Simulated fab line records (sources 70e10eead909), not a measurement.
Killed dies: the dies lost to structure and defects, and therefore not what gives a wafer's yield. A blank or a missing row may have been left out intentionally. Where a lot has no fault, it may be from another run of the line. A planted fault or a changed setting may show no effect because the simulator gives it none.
Which tool is to blame? / flow nandHarc / 12 lots (36 wafers sampled), 1 step of a 1159-step route

## WHAT EACH GAUGE READ, for each wafer
NHARC_A_SLIT_INSPECT_11.
lot=L077; measured=day 14 20:04; on=defectInspect-02; rawDefectCount=13 9 5
lot=L075; measured=day 14 20:54; on=defectInspect-01; rawDefectCount=5 7 9
lot=L079; measured=day 15 23:29; on=defectInspect-01; rawDefectCount=19 17 26
lot=L083; measured=day 16 14:01; on=defectInspect-02; rawDefectCount=35 26 29
lot=L082; measured=day 16 15:02; on=defectInspect-01; rawDefectCount=15 10 20
lot=L085; measured=day 17 12:35; on=defectInspect-01; rawDefectCount=25 27 32
lot=L087; measured=day 17 12:53; on=defectInspect-02; rawDefectCount=18 19 10
lot=L088; measured=day 18 09:01; on=defectInspect-01; rawDefectCount=22 36 36
lot=L091; measured=day 18 18:37; on=defectInspect-02; rawDefectCount=20 15 15
lot=L094; measured=day 19 10:34; on=defectInspect-02; rawDefectCount=32 39 38
lot=L095; measured=day 19 13:47; on=defectInspect-01; rawDefectCount=25 14 28
lot=L097; measured=day 20 16:16; on=defectInspect-02; rawDefectCount=23 21 22

## EACH LOT AND THE TOOL THAT RAN IT (in order: tool; ch and the chambers of the sampled wafers; start)
There is no process step in the record ahead of these readings.

## THE ANSWER, worked out from the rows above alone
Rule: the lots themselves supply what counts as usual. Put in order of their means at a reading, lots are off if they are a third of the lots or fewer, leave a main group of 4 or more, and stand apart from it by a gap of 3 or more times the standard deviation of the main group's means; of several such gaps the widest counts. If all means in a main group match to the digits the tables above print for the reading, that group is not used. A lot without any number at a reading at which 4 lots or more have one is off too. Where the step has rows for the other lots, those lots are counted as sound.
No lot is off at any reading shown: from this, nothing can be told.

## WHAT WAS PUT IN BY THE SIMULATOR
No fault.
